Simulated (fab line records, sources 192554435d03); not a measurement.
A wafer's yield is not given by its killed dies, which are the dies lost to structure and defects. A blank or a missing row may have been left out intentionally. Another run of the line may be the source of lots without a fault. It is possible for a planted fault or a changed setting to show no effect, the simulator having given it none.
Which tool did it?	flow n5-finfet	24 lots with 72 wafers sampled at 5 steps, on a route of 1938 steps

WHAT THE GAUGES SHOWED, per wafer
N5_BEOL_M0_SAQP_CD_MEAS_40: the cd target is 30 nm.
lot	measured	on	cd-nm (nm)
L074	day 6 00:06	cd-sem-01	29.88 30.07 30.14
L075	day 6 04:44	cd-sem-01	29.80 30.09 29.74
L076	day 6 08:14	cd-sem-01	29.60 29.97 30.16
L078	day 6 17:08	cd-sem-01	29.91 30.00 30.33
L077	day 6 23:25	cd-sem-02	30.11 30.30 29.41
L079	day 7 03:11	cd-sem-02	30.07 29.87 30.30
L080	day 7 05:56	cd-sem-01	29.98 29.98 29.63
L081	day 7 13:07	cd-sem-02	29.83 29.66 29.73
L082	day 7 18:43	cd-sem-02	30.56 30.23 30.38
L083	day 7 22:36	cd-sem-02	30.42 29.99 29.68
L084	day 8 07:28	cd-sem-01	30.09 30.15 29.81
L085	day 8 13:35	cd-sem-01	30.39 30.13 29.89
L086	day 8 17:31	cd-sem-01	30.14 30.47 30.36
L087	day 8 21:10	cd-sem-02	29.88 30.04 29.85
L088	day 9 04:43	cd-sem-02	29.97 29.89 30.08
L089	day 9 13:47	cd-sem-01	30.17 29.83 29.88
L090	day 9 18:37	cd-sem-02	29.91 29.75 29.57
L091	day 9 23:32	cd-sem-02	29.73 30.09 29.90
L092	day 10 07:29	cd-sem-01	29.89 29.85 29.58
L093	day 10 10:43	cd-sem-01	29.74 29.31 29.77
L094	day 10 20:14	cd-sem-02	29.95 30.29 30.35
L095	day 10 23:02	cd-sem-01	29.56 29.92 30.07
L096	day 11 03:35	cd-sem-01	29.98 29.32 30.20
L097	day 11 14:04	cd-sem-03	30.07 30.64 29.83

N5_BEOL_M0_OCD_MEAS_108.
lot	measured	on	trench-depth-nm (nm)
L074	day 6 04:53	ocd-02	32.6 32.5 33.1
L075	day 6 09:14	ocd-02	32.1 32.6 33.1
L076	day 6 10:41	ocd-01	32.8 32.9 33.3
L078	day 6 21:45	ocd-02	33.1 33.3 32.6
L077	day 7 05:19	ocd-02	31.9 32.4 32.6
L079	day 7 07:36	ocd-02	32.6 33.3 32.9
L080	day 7 13:22	ocd-02	33.1 33.0 33.2
L081	day 7 17:17	ocd-01	32.9 32.3 32.8
L082	day 7 22:39	ocd-01	32.9 31.9 32.9
L083	day 8 02:32	ocd-02	33.2 32.8 32.9
L084	day 8 12:11	ocd-01	33.2 33.2 32.4
L085	day 8 19:01	ocd-01	32.7 32.6 32.7
L086	day 9 05:33	ocd-02	33.1 33.2 31.8
L087	day 9 00:29	ocd-02	32.6 31.4 33.0
L088	day 9 08:22	ocd-02	33.1 33.0 32.9
L089	day 9 16:07	ocd-01	33.2 32.9 33.5
L090	day 9 22:44	ocd-02	33.6 32.8 32.9
L091	day 10 02:23	ocd-01	32.9 32.2 32.2
L092	day 10 10:34	ocd-02	32.7 33.1 33.3
L093	day 10 14:36	ocd-01	32.0 32.5 33.1
L094	day 11 04:01	ocd-01	33.1 33.0 33.3
L095	day 11 03:49	ocd-01	32.5 31.9 32.2
L096	day 11 10:38	ocd-02	33.8 32.7 33.8
L097	day 11 16:46	ocd-01	32.9 33.0 33.2

EACH LOT AND THE TOOL THAT RAN IT (in order: tool; ch and the chambers of the sampled wafers; start)
lot	N5_BEOL_M0_SAQP_ETCH_102	N5_BEOL_M0_SAQP_ETCH_88	N5_BEOL_M0_SAQP_ETCH_73
L074	rie-si-06 ch 0,1, day 5 22:01	rie-diel-04 ch 0,1,2, day 6 00:16	rie-diel-04 ch 0,1,2, day 6 00:17
L075	rie-si-04 ch 0,1, day 6 02:41	rie-diel-05 ch 0,2,3, day 6 05:01	rie-diel-05 ch 0,2,3, day 6 05:02
L076	rie-si-03 ch 0,1,2, day 6 05:21	rie-diel-02 ch 2,3, day 6 08:26	rie-diel-02 ch 2,3, day 6 08:28
L078	rie-si-04 ch 0,1,2, day 6 15:11	rie-diel-04 ch 0,1,3, day 6 17:32	rie-diel-04 ch 0,1,3, day 6 17:34
L077	rie-si-04 ch 0,1,2, day 6 20:18	rie-diel-02 ch 0,2,3, day 6 23:34	rie-diel-02 ch 0,2,3, day 6 23:35
L079	rie-si-06 ch 1,2,3, day 7 01:08	rie-diel-04 ch 2,3, day 7 03:21	rie-diel-04 ch 2,3, day 7 03:22
L080	rie-si-06 ch 1,2,3, day 7 04:01	rie-diel-04 ch 0,2,3, day 7 06:05	rie-diel-04 ch 0,2,3, day 7 06:06
L081	rie-si-04 ch 1,2, day 7 11:04	rie-diel-04 ch 0,3, day 7 13:16	rie-diel-04 ch 0,3, day 7 13:17
L082	rie-si-04 ch 0,1,2, day 7 16:02	rie-diel-04 ch 0,2,3, day 7 18:56	rie-diel-04 ch 0,2,3, day 7 18:58
L083	rie-si-03 ch 0,3, day 7 20:41	rie-diel-05 ch 1,2,3, day 7 22:46	rie-diel-05 ch 1,2,3, day 7 22:47
L084	rie-si-06 ch 0,1, day 8 04:32	rie-diel-02 ch 1,3, day 8 07:57	rie-diel-02 ch 1,3, day 8 07:58
L085	rie-si-06 ch 0,1,3, day 8 11:24	rie-diel-02 ch 0,1,2, day 8 13:52	rie-diel-02 ch 0,1,2, day 8 13:53
L086	rie-si-04 ch 1,2,3, day 8 15:27	rie-diel-02 ch 0,1,3, day 8 17:43	rie-diel-02 ch 0,1,3, day 8 17:43
L087	rie-si-06 ch 0,1,2, day 8 17:41	rie-diel-04 ch 1,2, day 8 21:20	rie-diel-04 ch 1,2, day 8 21:20
L088	rie-si-04 ch 0,1,2, day 9 02:40	rie-diel-04 ch 0,1,3, day 9 04:53	rie-diel-04 ch 0,1,3, day 9 04:53
L089	rie-si-04 ch 1,2, day 9 10:25	rie-diel-04 ch 0,1,3, day 9 13:56	rie-diel-04 ch 0,1,3, day 9 13:58
L090	rie-si-06 ch 1,2, day 9 16:15	rie-diel-02 ch 0,1,3, day 9 19:01	rie-diel-02 ch 0,1,3, day 9 19:01
L091	rie-si-06 ch 0,2,3, day 9 21:29	rie-diel-05 ch 0,1,3, day 9 23:41	rie-diel-05 ch 0,1,3, day 9 23:42
L092	rie-si-06 ch 0,2,3, day 10 05:22	rie-diel-05 ch 0,3, day 10 07:39	rie-diel-05 ch 0,3, day 10 07:40
L093	rie-si-06 ch 0,1,2, day 10 08:48	rie-diel-05 ch 1,2,3, day 10 10:53	rie-diel-05 ch 1,2,3, day 10 10:54
L094	rie-si-06 ch 0,1,2, day 10 17:35	rie-diel-02 ch 0,3, day 10 20:24	rie-diel-02 ch 0,3, day 10 20:25
L095	rie-si-03 ch 0,1, day 10 20:32	rie-diel-04 ch 0,1,2, day 10 23:14	rie-diel-04 ch 0,1,2, day 10 23:15
L096	rie-si-06 ch 0,1,2, day 11 01:31	rie-diel-05 ch 1,2, day 11 03:44	rie-diel-05 ch 1,2, day 11 03:46
L097	rie-si-04 ch 0,1, day 11 10:41	rie-diel-04 ch 2,3, day 11 14:13	rie-diel-04 ch 2,3, day 11 14:14
- N5_BEOL_M0_SAQP_ETCH_102: etches SiO2 in CF4, target depth 4 nm, time 4.4 s.
- N5_BEOL_M0_SAQP_ETCH_88: etches underlayer in N2/H2, target depth 6.5 nm, time 5.2 s.
- N5_BEOL_M0_SAQP_ETCH_73: etches SiARC in CF4, target depth 19.5 nm, time 32.5 s.

WHAT THE TOOLS THEMSELVES READ (means of the sampled wafers that have a number; where no wafer has one, the mark that the record gives instead)
N5_BEOL_M0_SAQP_ETCH_102.
lot	tool	drypump-motor-current-A (A)	he-backside-leak-sccm (sccm)	oes-product-au (a.u.)	throttle-valve-pct (%)
L074	rie-si-06	5.7	2.69	0.976	21.56
L075	rie-si-04	5.6	2.82	0.997	21.84
L076	rie-si-03	6.1	2.73	0.997	21.88
L078	rie-si-04	5.6	2.87	0.993	21.82
L077	rie-si-04	5.6	2.74	0.993	21.81
L079	rie-si-06	5.6	2.68	0.974	21.84
L080	rie-si-06	5.6	2.72	0.987	21.84
L081	rie-si-04	5.6	2.53	0.982	21.81
L082	rie-si-04	5.6	2.86	0.991	21.81
L083	rie-si-03	5.5	2.50	0.988	21.60
L084	rie-si-06	5.6	2.78	0.975	21.57
L085	rie-si-06	5.6	2.81	0.983	21.70
L086	rie-si-04	5.9	2.74	0.992	21.75
L087	rie-si-06	5.5	2.73	0.985	21.72
L088	rie-si-04	5.6	2.87	0.991	21.82
L089	rie-si-04	5.6	2.67	0.988	21.84
L090	rie-si-06	5.4	2.77	0.988	21.86
L091	rie-si-06	5.3	2.73	0.986	21.83
L092	rie-si-06	5.3	2.85	0.985	21.82
L093	rie-si-06	5.6	2.64	0.985	21.72
L094	rie-si-06	5.6	2.77	0.975	21.71
L095	rie-si-03	6.1	2.73	1.003	21.94
L096	rie-si-06	5.5	2.76	0.988	21.71
L097	rie-si-04	5.6	2.94	0.990	21.84

N5_BEOL_M0_SAQP_ETCH_88.
lot	tool	drypump-motor-current-A (A)	etch-rf-on-time-s (s)	oes-product-au (a.u.)	rf-vpp-V (V)	showerhead-plenum-p-Torr (Torr)	throttle-valve-pct (%)
L074	rie-diel-04	6.1	5.19	0.65	523.1	2.54	17.91
L075	rie-diel-05	5.5	5.27	0.60	522.8	2.52	18.08
L076	rie-diel-02	5.1	5.17	0.64	525.2	2.55	17.91
L078	rie-diel-04	6.1	5.16	0.63	520.1	2.46	18.02
L077	rie-diel-02	5.5	5.20	0.63	523.6	2.54	18.00
L079	rie-diel-04	5.6	5.17	0.64	524.4	2.57	17.97
L080	rie-diel-04	5.7	5.14	0.63	524.8	2.53	17.95
L081	rie-diel-04	6.0	5.15	0.62	523.0	2.49	17.96
L082	rie-diel-04	5.8	5.16	0.62	523.1	2.52	17.97
L083	rie-diel-05	5.9	5.21	0.60	524.5	2.52	18.10
L084	rie-diel-02	5.1	5.16	0.69	524.4	2.59	17.90
L085	rie-diel-02	5.8	5.24	0.69	524.5	2.60	17.83
L086	rie-diel-02	5.5	5.25	0.68	525.3	2.59	17.97
L087	rie-diel-04	5.9	5.20	0.65	524.7	2.57	17.93
L088	rie-diel-04	6.1	5.24	0.62	521.0	2.45	18.04
L089	rie-diel-04	6.1	5.18	0.61	522.2	2.45	18.05
L090	rie-diel-02	5.5	5.20	0.67	524.6	2.59	18.00
L091	rie-diel-05	5.9	5.29	0.59	523.3	2.51	18.14
L092	rie-diel-05	5.5	5.35	0.59	522.5	2.51	18.14
L093	rie-diel-05	5.9	5.22	0.67	522.6	2.51	18.00
L094	rie-diel-02	5.2	5.25	0.60	522.3	2.52	18.20
L095	rie-diel-04	6.1	5.27	0.63	522.8	2.52	17.99
L096	rie-diel-05	6.3	5.13	0.66	523.3	2.51	17.92
L097	rie-diel-04	5.6	5.15	0.70	528.7	2.66	17.85

N5_BEOL_M0_SAQP_ETCH_73.
lot	tool	drypump-motor-current-A (A)	etch-rf-on-time-s (s)	oes-product-au (a.u.)	rf-vpp-V (V)	showerhead-plenum-p-Torr (Torr)	throttle-valve-pct (%)
L074	rie-diel-04	6.1	32.3	0.65	183.9	2.14	15.71
L075	rie-diel-05	5.5	33.1	0.61	183.8	2.12	15.82
L076	rie-diel-02	5.0	32.2	0.65	184.2	2.14	15.68
L078	rie-diel-04	6.1	32.1	0.63	183.0	2.08	15.84
L077	rie-diel-02	5.4	32.6	0.64	184.2	2.14	15.75
L079	rie-diel-04	5.6	32.0	0.64	183.5	2.16	15.80
L080	rie-diel-04	5.8	32.7	0.63	184.0	2.13	15.82
L081	rie-diel-04	6.0	32.8	0.61	182.9	2.10	15.86
L082	rie-diel-04	5.7	32.2	0.62	184.5	2.13	15.83
L083	rie-diel-05	5.9	33.1	0.60	183.6	2.12	15.89
L084	rie-diel-02	5.2	32.3	0.70	185.5	2.18	15.63
L085	rie-diel-02	5.8	32.2	0.69	184.8	2.18	15.56
L086	rie-diel-02	5.5	32.8	0.68	184.6	2.18	15.71
L087	rie-diel-04	5.9	32.0	0.65	184.7	2.17	15.74
L088	rie-diel-04	6.1	32.5	0.61	182.9	2.07	15.88
L089	rie-diel-04	6.1	32.6	0.61	183.7	2.07	15.88
L090	rie-diel-02	5.5	32.6	0.67	184.3	2.18	15.72
L091	rie-diel-05	5.9	33.0	0.59	184.2	2.12	15.96
L092	rie-diel-05	5.5	33.0	0.59	183.6	2.11	15.92
L093	rie-diel-05	6.0	32.6	0.67	183.9	2.11	15.75
L094	rie-diel-02	5.2	32.3	0.61	183.3	2.12	15.95
L095	rie-diel-04	6.1	32.0	0.63	184.4	2.13	15.80
L096	rie-diel-05	6.3	31.8	0.66	183.1	2.12	15.70
L097	rie-diel-04	5.5	32.3	0.70	185.1	2.24	15.69

THE ANSWER, worked out from the rows above alone
Rule: what is usual is taken from the lots themselves. Put in order of their means at a reading, lots are off if they are a third of the lots or fewer, leave a main group of 4 or more, and stand apart from it by a gap of 3 or more times the standard deviation of the main group's means; of several such gaps the widest counts. If all means in a main group match to the digits the tables above print for the reading, that group is not used. A lot without any number at a reading at which 4 lots or more have one is off too. Any other lot the step has rows for is counted as sound. The gauges are gone through in route order, then the tools' own readings, and for those a lot's mean is taken as printed above. At the first step where some lot is off, the reading lying furthest off is the one used; lots without a number count as furthest.
No lot is off on any of the readings shown, so nothing can be concluded from this.

WHAT HAD BEEN PUT IN BY THE SIMULATOR
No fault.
